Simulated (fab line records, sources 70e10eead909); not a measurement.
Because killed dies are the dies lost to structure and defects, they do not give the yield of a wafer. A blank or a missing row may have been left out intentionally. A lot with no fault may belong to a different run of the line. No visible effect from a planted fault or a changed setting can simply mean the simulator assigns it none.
Matching of chambers	flow nand harc	4 sister chambers for NHARC_P_CONTACT_ALD_22 on ald metal-04
The step deposits TiN, target thk 3 nm, pulse time 1 s, ald cycles 150. 8 wafers are shown with their chamber, then 7 later ones without.

WAFERS, EACH WITH ITS CHAMBER
wafer	chamber	heater power w (W)	precursor pulse height rel
L076.1	1	1097	1.028
L076.3	0	1069	0.992
L080.5	0	1077	0.987
L089.2	2	982	0.996
L089.4	3	1104	0.999
L089.5	2	978	0.931
L091.2	3	1079	0.988
L091.3	1	1122	1.006

WAFERS WITHOUT THEIR CHAMBER
wafer	heater power w (W)	precursor pulse height rel
L091.6	1082	0.992
L094.1	1125	0.985
L094.4	1032	1.054
L094.5	1126	0.995
L095.1	1152	1.003
L095.4	1128	1.024
L095.5	1145	0.981

WHICH CHAMBER EACH ONE RAN IN
wafer	from the rows above	in truth
L091.6	can't be placed: 0 or 3 or 1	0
L094.1	can't be placed: 1 or 3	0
L094.4	can't be placed: 0 or 3 or 2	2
L094.5	can't be placed: 1 or 3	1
L095.1	can't be placed: 1 or 3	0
L095.4	can't be placed: 1 or 3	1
L095.5	can't be placed: 1 or 3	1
Correctly placed: 0 of 7. Unplaceable from these rows: 7, with the true chamber sitting among the candidates in 5. Number placed wrongly: 0.
How it was worked out, from the rows above alone: a wafer's distance from a chamber is the root of the sum, over the readings, of the square of ((its reading less the chamber's mean) divided by the reading's scatter). If the next closest chamber is less than 2 further off than the closest, the wafer can't be placed; otherwise it belongs to the closest. A chamber's mean is the mean of its shown wafers. The scatter: the root of (the sum of the squares of (reading less its chamber's mean) over the shown wafers, divided by (wafers less chambers)).
